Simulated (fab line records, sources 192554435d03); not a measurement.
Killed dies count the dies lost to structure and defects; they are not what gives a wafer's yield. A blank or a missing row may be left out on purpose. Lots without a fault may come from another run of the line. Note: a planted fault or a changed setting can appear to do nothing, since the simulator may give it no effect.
A struck lot beside a sound one | flow n5Finfet | 39 out of 1938 route steps
Sound: these wafers, L446.1, L446.3, L446.4. Wafers struck: L463.1, L463.3, L463.5. The cause comes at the end.
Order at every step that has rows: each side's tool, ch and its chambers, its first start. Under that, the readings that differ: sound wafers | struck wafers | difference of the means | sigmas: that difference in standard deviations of wafers without a fault.
alike: words and numbers the same on both sides, and readings whose means are apart by under 2 such deviations; not compared: readings that were withheld, readings missing a value for some wafer, numbers with overlapping values and no deviation given by the record, and bounds like >300 which may hide the same value.
Wherever a step has rows on one side only, a row that says differs or no value, or a row with sigmas, the two part there. Numbers that don't overlap but have no deviation are shown without sigmas and don't part them. Lack of a reading on every wafer of one side parts them only where that side has two or more wafers.

first, 10 steps without rows for these wafers: N5_HKMG_FIN_CMP_23 (polishes, stops on SiNx, t overpolish 10 s, target thk 46.326 nm); N5_HKMG_FIN_CMP_94 (polishes, stops on SiNx, t overpolish 4.7 s, target thk 43.299 nm); N5_GATE_CUT_ETCHBACK_00 (etches W in SF6/Cl2); N5_GATE_CUT_ETCH_56 (etches TiN in Cl2/Ar, target depth 21.6 nm); N5_GATE_CUT_ETCHBACK_30 (etches TiN in Cl2/Ar, target depth 3 nm); N5_GATE_CUT_VAPOR_ETCH_60 (etches HfO2 in BCl3/Cl2); N5_GATE_CUT_ETCH_58 (etches SiNx in CH3F/O2, target depth 17 nm, time 128.6 s); N5_GATE_CUT_STRIP_59 (strips in N2/H2, time 20 s); N5_GATE_CUT_PRECLEAN_31 (cleans in DIW, time 300 s); N5_GATE_CUT_SRD_32 (time 30 s).
N5_GATE_CUT_SAC_CAP_01: material SiNx, target thk 24 nm, pulse time 1 s, ald cycles 480.
  sound on aldSin-04 ch 0,1,3, day 4 11:37; struck on aldSin-04 ch 1,3, day 8 14:34
  alike: heaterPowerW, precursorPulseHeightRel
then, 25 steps without rows for these wafers: N5_GATE_CUT_PECVD_57 (deposits SiNx from SiH4/NH3/N2, target thk 21 nm); N5_GATE_CUT_CMP_02 (polishes, stops on SiO2, t overpolish 12.7 s, target thk 0 nm); N5_GATE_CUT_HM_DEP_46 (deposits SiO2 from TEOS/O2, target thk 130 nm, time 26.6 s); N5_GATE_CUT_COAT_34 (time 60 s, resist thk 60 nm); N5_GATE_CUT_COAT_35 (time 60 s, resist thk 10 nm); N5_GATE_CUT_COAT_27 (time 60 s, resist thk 10 nm); N5_GATE_CUT_COAT_07 (resist thk 30 nm); N5_GATE_CUT_EBR_09; N5_GATE_CUT_SOFTBAKE_08 (time 60 s); N5_GATE_CUT_EXPOSE_10 (exposes mask GATE CUT, target cd 20 nm); N5_GATE_CUT_PEB_11 (peb time 60 s); N5_GATE_CUT_DEVELOP_12 (develop time 30 s); N5_GATE_CUT_DESCUM_18 (chemistry O2, time 7 s); N5_GATE_CUT_ETCH_28 (etches underlayer in N2/H2, target depth 13 nm, time 10.4 s); N5_GATE_CUT_ETCH_36 (etches SiARC in CF4, target depth 13 nm, time 21.7 s); N5_GATE_CUT_ETCH_37 (etches SOC in N2/H2, target depth 60 nm, overetch 12 nm, time 90 s); N5_GATE_CUT_STRIP_38 (strips in N2/H2); N5_GATE_CUT_STRIP_39 (strips in N2/H2); N5_GATE_CUT_HM_OPEN_40 (chemistry C4F6/O2, target SiO2, target depth 139 nm, time 85.1 s); N5_GATE_CUT_STRIP_41 (strips in CF4); N5_GATE_CUT_STRIP_42 (strips in O2); N5_GATE_CUT_ETCH_19 (etches SiNx in CH3F/O2, target depth 53.7 nm, time 76.7 s); N5_GATE_CUT_CUT_ETCH_53 (etches W in SF6/Cl2, target depth 79.2 nm); N5_GATE_CUT_CUT_ETCH_54 (etches TiN in Cl2/BCl3, target depth 96.7 nm); N5_GATE_CUT_CUT_ETCH_55 (etches HfO2 in BCl3, target depth 3.2 nm).
N5_MOL_CONTACT_COAG_THK_MEAS_29:
  sound on filmMetro-02 at day 5 03:10; struck on filmMetro-02 at day 9 06:55
reading         | sound             | struck            | difference | sigmas
MD_CAP_THK (nm) | 17.95 17.93 18.09 | 15.47 15.28 15.34 | -2.63      | -28
-- the record jumps here: 3 days lie between the struck wafers' starts before and after (it left off in module MOL_CONTACT_COAG and takes up again in module BEOL_M4, whose first step shown is number 1111 of the route) --
N5_BEOL_M4_RC_MEAS_101:
  sound on prober-02 ch 0, day 8 14:50; struck on prober-01 ch 0, day 12 16:10
  alike: DIBL_N, DIBL_P, IOFF_N, IOFF_P, ION_N, ION_P, SS_N, SS_P, VT_N, VT_P
-- here the record skips 5 days between the struck wafers' starts before and after, leaving off in module BEOL_M4 and picking up in module PASSIVATION (first step shown: number 1936 of the route) --
N5_PASSIVATION_PROBE_49:
  rows exist in the record for the struck wafers here (prober-01, day 17 15:35), but not for the sound ones

WHERE THEY PART
First at N5_MOL_CONTACT_COAG_THK_MEAS_29; last, within this record, at N5_PASSIVATION_PROBE_49.

WHY: what the simulator had put in
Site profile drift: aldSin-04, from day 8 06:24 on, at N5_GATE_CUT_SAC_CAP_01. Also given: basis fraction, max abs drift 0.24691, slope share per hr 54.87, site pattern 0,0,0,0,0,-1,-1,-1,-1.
